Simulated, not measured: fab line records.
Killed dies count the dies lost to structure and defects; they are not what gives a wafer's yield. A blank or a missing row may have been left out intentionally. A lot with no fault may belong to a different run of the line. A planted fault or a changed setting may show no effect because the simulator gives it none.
2 desks, one fault :: flow n5Finfet :: numbers are kept per desk, each desk with only its own; the story behind them comes last

== FROM THE METROLOGY DESK ==
Means of the sampled wafers that have a number, per lot and without regard to the tool the lot ran on: this is what the gauges read. Marked OUT: a lot whose mean sits more than 4 standard deviations from the usual mean, which makes it out of limits; the brackets give that distance.
Columns: A = M14_RS at N5_BEOL_M14_RS_MEAS_54, usual 0.0331 ohm/sq; B = M15_ILD_THK at N5_BEOL_M15_THK_MEAS_01, usual 1632 nm
lot: L295
first seen here: day 11 22:28
A: 0.0328
B: 1617

lot: L296
first seen here: day 12 04:58
A: 0.0329
B: 1637

lot: L299
first seen here: day 13 01:07
A: 0.0334
B: 1626

lot: L301
first seen here: day 13 17:10
A: 0.0335
B: 1627

lot: L302
first seen here: day 13 20:47
A: 0.0336
B: 1611

lot: L305
first seen here: day 14 11:38
A: 0.0337
B: 1733 (+5.0) OUT

lot: L306
first seen here: day 14 11:58
A: 0.0328
B: 1700

lot: L307
first seen here: day 14 22:01
A: 0.0330
B: 1708

lot: L314
first seen here: day 16 18:42
A: 0.0328
B: 1643

lot: L315
first seen here: day 17 08:03
A: 0.0329
B: 1637
Per this desk, out of limits: L305; the first was L305, day 14 11:56 (M15_ILD_THK at N5_BEOL_M15_THK_MEAS_01). In limits: L295, L296, L299, L301, L302, L306, L307, L314, L315.

== DESK OF THE TOOL OWNER: pecvd-01 ==
The tool's own readings at N5_BEOL_M15_ILD_DEP_00 (deposits SiO2 from TEOS/O2, target thk 1629.3 nm, time 346.1 s): means of the sampled wafers that have a number, for each lot that ran on this tool. Marked OUT: a lot whose mean sits more than 4 standard deviations from the usual mean, which makes it out of limits; the brackets give that distance.
Columns: A = heaterPowerW at N5_BEOL_M15_ILD_DEP_00, usual 569 W; B = showerheadPlenumPTorr at N5_BEOL_M15_ILD_DEP_00, usual 8.365 Torr; C = susceptorTempC at N5_BEOL_M15_ILD_DEP_00, usual 399.98 C; D = throttleValvePct at N5_BEOL_M15_ILD_DEP_00, usual 18.3 %
lot: L295
first seen here: day 11 22:31
A: 538
B: 8.390
C: 399.69
D: 18.5

lot: L302
first seen here: day 13 20:52
A: 543
B: 8.391
C: 400.15
D: 18.2

lot: L305
first seen here: day 14 11:41
A: 472
B: 8.387
C: 392.03 (-36) OUT
D: 18.2

lot: L306
first seen here: day 14 12:02
A: 439
B: 8.372
C: 392.33 (-35) OUT
D: 18.2

lot: L307
first seen here: day 14 22:04
A: 474
B: 8.385
C: 392.28 (-35) OUT
D: 18.3
Finding of this desk: L305, L306, L307 out of limits; the first was L305 at day 14 11:41, on susceptorTempC at N5_BEOL_M15_ILD_DEP_00. In limits: L295, L302.

== ALL TOGETHER ==
At day 14 11:41, on L305, L306, L307, the tool owner's desk was in a position to raise an alarm.
The metrology desk could have raised an alarm at day 14 11:56, on L305.
The metrology desk has L306, L307 on record, within its limits.
The lots listed all ran N5_BEOL_M15_ILD_DEP_00 on pecvd-01.

== WHAT THE SIMULATOR PUT IN ==
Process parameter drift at N5_BEOL_M15_ILD_DEP_00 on pecvd-01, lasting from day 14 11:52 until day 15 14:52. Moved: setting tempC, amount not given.
Lots struck among those shown: L305, L306, L307.
